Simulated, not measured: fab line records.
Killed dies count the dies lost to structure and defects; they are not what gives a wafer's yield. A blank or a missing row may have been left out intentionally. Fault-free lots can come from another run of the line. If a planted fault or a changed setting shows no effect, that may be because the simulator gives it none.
Matching of chambers :: flow n5Finfet :: N5_BEOL_M9_ALD_74 on aldMetal-03 has 4 sister chambers
The step deposits TaN, target thk 2 nm, pulse time 2 s, purge time 3 s. 8 wafers are shown with their chamber, then 8 later ones without.

== WAFERS, EACH WITH ITS CHAMBER ==
wafer: L075.5
chamber: 3
heaterPowerW (W): 413

wafer: L083.4
chamber: 3
heaterPowerW (W): 397

wafer: L083.5
chamber: 1
heaterPowerW (W): 461

wafer: L084.5
chamber: 2
heaterPowerW (W): 406

wafer: L085.2
chamber: 1
heaterPowerW (W): 451

wafer: L085.3
chamber: 0
heaterPowerW (W): 418

wafer: L085.6
chamber: 0
heaterPowerW (W): 435

wafer: L087.2
chamber: 2
heaterPowerW (W): 404

== WAFERS MISSING THEIR CHAMBER ==
wafer: L087.3
heaterPowerW (W): 403

wafer: L087.6
heaterPowerW (W): 430

wafer: L089.1
heaterPowerW (W): 427

wafer: L089.4
heaterPowerW (W): 443

wafer: L089.6
heaterPowerW (W): 403

wafer: L094.2
heaterPowerW (W): 456

wafer: L094.3
heaterPowerW (W): 421

wafer: L094.5
heaterPowerW (W): 407

== THE CHAMBER EACH PASSED THROUGH ==
wafer: L087.3
from the rows above: can't be placed: 2 or 3
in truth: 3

wafer: L087.6
from the rows above: 0
in truth: 0

wafer: L089.1
from the rows above: 0
in truth: 0

wafer: L089.4
from the rows above: can't be placed: 1 or 0
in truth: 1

wafer: L089.6
from the rows above: can't be placed: 2 or 3
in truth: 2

wafer: L094.2
from the rows above: 1
in truth: 1

wafer: L094.3
from the rows above: can't be placed: 0 or 2 or 3
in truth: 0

wafer: L094.5
from the rows above: can't be placed: 2 or 3 or 0
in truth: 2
Correct placement for 3 of the 8. These rows do not allow placing 5 (true chamber among the candidates in 5). Number placed wrongly: 0.
How it was worked out, from the rows above alone: a wafer's distance from a chamber is the root of the sum, over the readings, of the square of ((its reading less the chamber's mean) divided by the reading's scatter). If the next closest chamber is less than 2 further off than the closest, the wafer can't be placed; otherwise it belongs to the closest. Each chamber's mean is taken over the wafers shown for it. The scatter: the root of (the sum of the squares of (reading less its chamber's mean) over the shown wafers, divided by (wafers less chambers)).
